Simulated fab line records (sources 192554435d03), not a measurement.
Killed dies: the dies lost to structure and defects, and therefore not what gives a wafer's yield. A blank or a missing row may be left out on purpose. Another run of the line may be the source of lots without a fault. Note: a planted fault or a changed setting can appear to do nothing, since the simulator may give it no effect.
Lot-split experiment | flow n5_finfet | 21 wafers read from 7 lots, route of 1938 steps

## THE SPLIT ITSELF
At N5_BEOL_M14_ILD_DEP_00 (deposits SiO2 from TEOS/O2, target thk 1119.3 nm, time 237.4 s), the setting time_s was moved away from the recipe's 237.4 s on 3 of the 21 wafers read, by -13.1% to +12.5%. For the rest of the wafers, this setting stayed at what the recipe calls for.

No step appears in the file between the split and the reading.

## THE READING
M14_ILD_THK at N5_BEOL_M14_THK_MEAS_01, in nm. Fault-free wafers of this fab line usually give 1117 nm, standard deviation 18 nm.

wafer  | tool, chamber at the split | time_s as run, s | against the recipe | M14_ILD_THK, nm | against lot-mates on the recipe
L076.2 | pecvd-01, 0                | 237.4            | recipe             | 1109            | -
L076.3 | pecvd-01, 1                | 237.4            | recipe             | 1127            | -
L076.4 | pecvd-01, 2                | 237.4            | recipe             | 1123            | -
L080.1 | pecvd-03, 2                | 237.4            | recipe             | 1086            | -
L080.4 | pecvd-03, 1                | 237.4            | recipe             | 1137            | -
L080.6 | pecvd-03, 2                | 267              | +12.5%             | 1247            | +136
L081.2 | pecvd-01, 2                | 237.4            | recipe             | 1096            | -
L081.4 | pecvd-01, 1                | 237.4            | recipe             | 1159            | -
L081.5 | pecvd-01, 2                | 217.9            | -8.2%              | 1014            | -114
L082.1 | pecvd-04, 0                | 237.4            | recipe             | 1102            | -
L082.2 | pecvd-04, 2                | 237.4            | recipe             | 1118            | -
L082.6 | pecvd-04, 2                | 237.4            | recipe             | 1127            | -
L088.2 | pecvd-01, 0                | 237.4            | recipe             | 1110            | -
L088.5 | pecvd-01, 0                | 237.4            | recipe             | 1128            | -
L088.6 | pecvd-01, 1                | 237.4            | recipe             | 1151            | -
L097.2 | pecvd-04, 2                | 237.4            | recipe             | 1119            | -
L097.4 | pecvd-04, 1                | 206.2            | -13.1%             | 994             | -128
L097.5 | pecvd-04, 2                | 237.4            | recipe             | 1126            | -
L095.2 | pecvd-01, 0                | 237.4            | recipe             | 1099            | -
L095.3 | pecvd-01, 0                | 237.4            | recipe             | 1115            | -
L095.4 | pecvd-01, 2                | 237.4            | recipe             | 1112            | -

FIT RESULTS
A straight line over all 21 wafers: M14_ILD_THK changes by +10.4 nm for each +1% of time_s; r = +0.93; the points scatter about the line by 18 nm.
The same after taking each lot's own level away (the mean of its wafers on the recipe; 21 wafers): +10.9 nm for each +1%; r = +0.94; scatter 17 nm.
The reading moves by 1.4e+02 nm for the largest change in time_s, on that fit.
The lots' own levels span 1108.7 to 1129.7 nm, that is 1.2 times the standard deviation above.
Consequently the slope shifts little with the lot-to-lot level, the two slopes agreeing.
Check: with one of the wafers moved furthest among these (-13.1%) left out of the fit, the line predicts -156 nm for it against its lot-mates. It came out at -128 nm against them.

## THE OTHER SPLITS THESE WAFERS WENT THROUGH
Before the reading, these wafers also passed through other splits. Each is held against what the fit with the lots' levels taken away leaves over:
other split on the same wafers | wafers away from the commonest value | r with M14_ILD_THK (lot level and that fit taken away)
N5_BEOL_M12_EXPOSE_07 dose_mj  | 9                                    | -0.08
N5_BEOL_M12_ETCH_67 source_w   | 3                                    | +0.11

## THE WHOLE CHAIN: every reading that the file lists as answering this split, in the file's order
step                    | what it does                                                   | reading                                                                             | change (the file's fit)              | r (the file's)
N5_BEOL_M14_ILD_DEP_00  | deposits SiO2 from TEOS/O2, target thk 1119.3 nm, time 237.4 s | SiO2_of_BEOL_M14_ILD_DEP_00.thk_nm (the simulator's own value, which no gauge read) | +10.9 nm for each +1% of the setting | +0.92
N5_BEOL_M14_THK_MEAS_01 |                                                                | M14_ILD_THK                                                                         | +10.9 for each +1% of the setting    | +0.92
N5_BEOL_M14_VIA_ETCH_16 | etches SiO2 in C4F8/O2/Ar, target depth 1231.3 nm              | etch.depth_nm (the simulator's own value, which no gauge read)                      | +10.9 nm for each +1% of the setting | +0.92

## FILE'S OWN FIT
M14_ILD_THK changes by +10.9 nm for each +1% of time_s, r = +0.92.
